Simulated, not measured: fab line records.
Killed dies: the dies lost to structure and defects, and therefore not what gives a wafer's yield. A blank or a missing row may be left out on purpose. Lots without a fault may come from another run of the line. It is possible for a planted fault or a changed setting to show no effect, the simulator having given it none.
Chamber matching | flow n5_finfet | 4 sister chambers for N5_BEOL_M4_DESCUM_16 on rie_diel-02
The step chemistry O2, time 7 s. 8 wafers are shown with their chamber, then 9 later ones without.

## WAFERS PAIRED WITH THEIR CHAMBERS
wafer  | chamber | drypump_motor_current_A (A) | showerhead_plenum_p_Torr (Torr)
L088.6 | 0       | 6.4                         | 2.08
L089.2 | 1       | 6.6                         | 2.20
L089.3 | 3       | 5.8                         | 2.05
L091.2 | 3       | 5.7                         | 2.05
L091.6 | 2       | 5.9                         | 2.16
L094.1 | 1       | 6.6                         | 2.20
L094.3 | 2       | 5.9                         | 2.16
L094.4 | 0       | 6.3                         | 2.07

## WAFERS MISSING THEIR CHAMBER
wafer  | drypump_motor_current_A (A) | showerhead_plenum_p_Torr (Torr)
L093.1 | 5.8                         | 2.05
L093.4 | 6.3                         | 2.07
L093.6 | 5.9                         | 2.16
L096.3 | 5.7                         | 2.05
L096.4 | 6.4                         | 2.07
L096.5 | 6.6                         | 2.20
L097.2 | 6.6                         | 2.20
L097.3 | 5.9                         | 2.16
L097.4 | 5.8                         | 2.05

## WHICH CHAMBER EACH WENT THROUGH
wafer  | from the rows above | in truth
L093.1 | 3                   | 3
L093.4 | 0                   | 0
L093.6 | 2                   | 2
L096.3 | 3                   | 3
L096.4 | 0                   | 0
L096.5 | 1                   | 1
L097.2 | 1                   | 1
L097.3 | 2                   | 2
L097.4 | 3                   | 3
Placed correctly: 9 of 9. Can't be placed from these rows: 0. Number placed wrongly: 0.
How it was worked out, from the rows above alone: a wafer's distance from a chamber is the root of the sum, over the readings, of the square of ((its reading less the chamber's mean) divided by the reading's scatter). The wafer belongs to the nearest chamber; if the next one is less than 2 further off, it can't be placed. Each chamber's mean is taken over the wafers shown for it. The scatter: take each reading less its chamber's mean, square it, sum over the shown wafers, divide by the number of wafers less the number of chambers, and take the root.
